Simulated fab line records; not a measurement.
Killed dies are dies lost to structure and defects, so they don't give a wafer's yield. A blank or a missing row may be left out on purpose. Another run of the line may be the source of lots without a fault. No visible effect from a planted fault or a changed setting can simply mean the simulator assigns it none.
Matching of chambers -- flow n5-finfet -- rie-diel-06 running N5_MOL_CONTACT_COAG_DESCUM_13: 4 sister chambers
The step chemistry O2, time 7 s. 20 wafers are shown with their chamber, then 10 later ones without.

WAFERS WITH THEIR CHAMBER
wafer,chamber,showerhead-plenum-p-Torr (Torr),drypump-motor-current-A (A),throttle-valve-pct (%)
L076.1,0,2.22,5.59,20.38
L076.4,2,2.23,5.74,19.94
L076.5,1,2.05,5.60,20.16
L080.1,2,2.22,5.72,19.96
L080.2,3,2.13,5.27,20.15
L080.6,1,2.04,5.61,20.20
L083.2,0,2.21,5.59,20.39
L083.3,1,2.04,5.60,20.20
L083.5,1,2.04,5.59,20.20
L084.1,0,2.21,5.58,20.41
L084.4,3,2.13,5.27,20.17
L084.6,3,2.13,5.26,20.14
L085.2,3,2.13,5.26,20.17
L085.3,0,2.21,5.57,20.37
L085.6,0,2.21,5.59,20.40
L089.2,0,2.21,5.57,20.39
L089.4,2,2.21,5.73,19.99
L089.5,1,2.04,5.59,20.24
L090.2,1,2.04,5.60,20.22
L090.3,2,2.21,5.77,19.98

SIGNATURES, as means of the wafers listed above
reading,chamber 0,chamber 1,chamber 2,chamber 3,scatter within a chamber
showerhead-plenum-p-Torr,2.2117,2.0417,2.2175,2.1300,0.00525
drypump-motor-current-A,5.5817,5.5983,5.7400,5.2650,0.0119
throttle-valve-pct,20.3900,20.2033,19.9675,20.1575,0.0204
Rule: for each reading, subtract the chamber's mean from the wafer's reading, divide by that reading's scatter and square the result; add these up over the readings and take the root, which gives the wafer's distance from the chamber. The wafer belongs to the nearest chamber; if the next one is less than 2 further off, it can't be placed. The scatter: take each reading less its chamber's mean, square it, sum over the shown wafers, divide by the number of wafers less the number of chambers, and take the root.

WAFERS WITH NO CHAMBER GIVEN
wafer,showerhead-plenum-p-Torr (Torr),drypump-motor-current-A (A),throttle-valve-pct (%)
L090.4,2.21,5.58,20.41
L091.3,2.21,5.74,20.00
L091.4,2.04,5.62,20.23
L091.6,2.21,5.77,19.98
L092.4,2.04,5.62,20.23
L092.5,2.21,5.56,20.39
L092.6,2.13,5.25,19.76
L093.1,2.21,5.58,20.41
L093.2,2.21,5.75,20.01
L093.4,2.04,5.61,20.24

WHICH CHAMBER EACH WENT THROUGH
wafer,from the rows above,in truth
L090.4,0,0
L091.3,2,2
L091.4,1,1
L091.6,2,2
L092.4,1,1
L092.5,0,0
L092.6,3,3
L093.1,0,0
L093.2,2,2
L093.4,1,1
Placed correctly: 10 of 10. From these rows, 0 cannot be placed. Wrongly placed: 0.
